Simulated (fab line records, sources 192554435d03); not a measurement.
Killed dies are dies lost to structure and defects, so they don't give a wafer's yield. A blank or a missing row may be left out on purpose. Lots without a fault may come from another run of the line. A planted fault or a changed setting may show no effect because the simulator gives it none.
Which tool did it? | flow n5_finfet | 11 lots, 30 wafers sampled, at 3 steps of a route of 1938

WHAT THE GAUGES READ, wafer by wafer
N5_BEOL_M7_OCD_MEAS_38.
lot  | measured     | on     | trench_depth_nm (nm)
L138 | day 9 13:17  | ocd-02 | 96.1 91.9
L143 | day 10 13:32 | ocd-01 | 92.0 91.6
L141 | day 10 13:47 | ocd-02 | 91.8 91.5
L146 | day 11 12:27 | ocd-01 | 91.4 95.0 94.5
L147 | day 11 22:23 | ocd-02 | 91.9 93.8 93.1
L149 | day 11 23:07 | ocd-02 | 94.6 92.2 96.1
L148 | day 12 08:13 | ocd-01 | 94.1 90.8 89.7
L152 | day 12 08:37 | ocd-02 | 90.7 95.1 96.5
L154 | day 13 11:10 | ocd-01 | 95.6 96.1 91.8
L159 | day 15 07:48 | ocd-02 | 100.7 94.6 92.6
L161 | day 15 11:53 | ocd-01 | 96.0 91.2 95.3

WHICH TOOL RAN EACH LOT (tool, then ch and the chambers of the sampled wafers, then the start)
lot  | N5_BEOL_M7_DESCUM_33               | N5_BEOL_M7_TRENCH_ETCH_37
L138 | rie_diel-03 ch 0,2, day 9 12:52    | rie_diel-03 ch 0,2, day 9 13:08
L143 | rie_diel-01 ch 0,2, day 10 13:07   | rie_diel-01 ch 0,2, day 10 13:23
L141 | rie_diel-03 ch 0,1, day 10 13:22   | rie_diel-03 ch 0,1, day 10 13:38
L146 | rie_diel-02 ch 0,1,3, day 11 12:01 | rie_diel-02 ch 0,1,3, day 11 12:18
L147 | rie_diel-01 ch 1,2,3, day 11 21:57 | rie_diel-01 ch 1,2,3, day 11 22:14
L149 | rie_diel-02 ch 0,1,3, day 11 22:41 | rie_diel-02 ch 0,1,3, day 11 22:57
L148 | rie_diel-02 ch 0,1,2, day 12 07:47 | rie_diel-02 ch 0,1,2, day 12 08:04
L152 | rie_diel-03 ch 0,2, day 12 08:11   | rie_diel-03 ch 0,2, day 12 08:28
L154 | rie_diel-03 ch 0,1,2, day 13 10:44 | rie_diel-03 ch 0,1,2, day 13 11:01
L159 | rie_diel-01 ch 0,1,3, day 15 07:22 | rie_diel-01 ch 0,1,3, day 15 07:38
L161 | rie_diel-03 ch 0,2, day 15 11:28   | rie_diel-03 ch 0,2, day 15 11:44
- N5_BEOL_M7_DESCUM_33: chemistry O2, time 7 s.
- N5_BEOL_M7_TRENCH_ETCH_37: etches SiCOH lowk in C4F6/O2, target depth 93.478 nm, time 31.2 s.

THE ANSWER, worked out from the rows above alone
Rule: what is usual is taken from the lots themselves. Put in order of their means at a reading, lots are off if they are a third of the lots or fewer, leave a main group of 4 or more, and stand apart from it by a gap of 3 or more times the standard deviation of the main group's means; of several such gaps the widest counts. A main group whose means are all the same, to the digits that the tables above print for the reading, isn't used. A lot without any number at a reading at which 4 lots or more have one is off too. The other lots that the step has rows for count as sound.
No lot is off at any reading shown: from this, nothing can be told.

WHAT THE SIMULATOR HAD PUT IN
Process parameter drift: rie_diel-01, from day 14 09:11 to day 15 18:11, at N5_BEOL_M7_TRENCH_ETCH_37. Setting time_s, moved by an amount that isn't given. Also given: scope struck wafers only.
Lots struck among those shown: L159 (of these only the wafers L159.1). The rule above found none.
